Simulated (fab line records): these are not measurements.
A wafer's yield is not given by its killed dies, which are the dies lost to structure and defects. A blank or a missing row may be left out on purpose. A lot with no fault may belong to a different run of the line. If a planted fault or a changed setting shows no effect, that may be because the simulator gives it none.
Chamber matching ; flow nandHarc ; NHARC_P_GATE_DEP_103 on pecvd-03 has 3 sister chambers
The step deposits SiON, target thk 30 nm. 18 wafers are shown with their chamber, then 9 later ones without.

== EACH WAFER AND ITS CHAMBER ==
wafer;chamber;heaterPowerW (W)
L075.2;1;905
L075.4;0;734
L075.6;1;875
L075.1;0;731
L075.3;2;723
L075.5;2;748
L077.1;1;858
L077.5;0;824
L077.6;1;854
L078.1;1;843
L078.3;2;661
L078.5;1;829
L080.4;1;927
L080.5;2;706
L080.6;0;794
L084.2;1;706
L084.3;0;671
L084.4;0;671

SIGNATURES (means of the wafers above)
reading;chamber 0;chamber 1;chamber 2;scatter within a chamber
heaterPowerW;737.50;849.62;709.50;60.3
Rule: a wafer's distance from a chamber is the root of the sum, over the readings, of the square of ((its reading less the chamber's mean) divided by the reading's scatter). The wafer belongs to the nearest chamber; if the next one is less than 2 further off, it can't be placed. The scatter is the square root of a quotient: the sum, over the shown wafers, of each reading's squared deviation from its chamber's mean, divided by wafers minus chambers.

== WAFERS WHOSE CHAMBER IS MISSING ==
wafer;heaterPowerW (W)
L084.1;659
L084.5;716
L084.6;662
L094.2;841
L094.3;749
L094.5;746
L095.3;813
L095.4;784
L095.5;697

== EACH ONE'S CHAMBER ==
wafer;from the rows above;in truth
L084.1;can't be placed: 2 or 0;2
L084.5;can't be placed: 2 or 0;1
L084.6;can't be placed: 2 or 0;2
L094.2;can't be placed: 1 or 0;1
L094.3;can't be placed: 0 or 2 or 1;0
L094.5;can't be placed: 0 or 2 or 1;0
L095.3;can't be placed: 1 or 0 or 2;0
L095.4;can't be placed: 0 or 1 or 2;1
L095.5;can't be placed: 2 or 0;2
0 of 9 placed correctly. Cannot be placed on the basis of these rows: 9; the candidates contain the true chamber in 8. Number placed wrongly: 0.
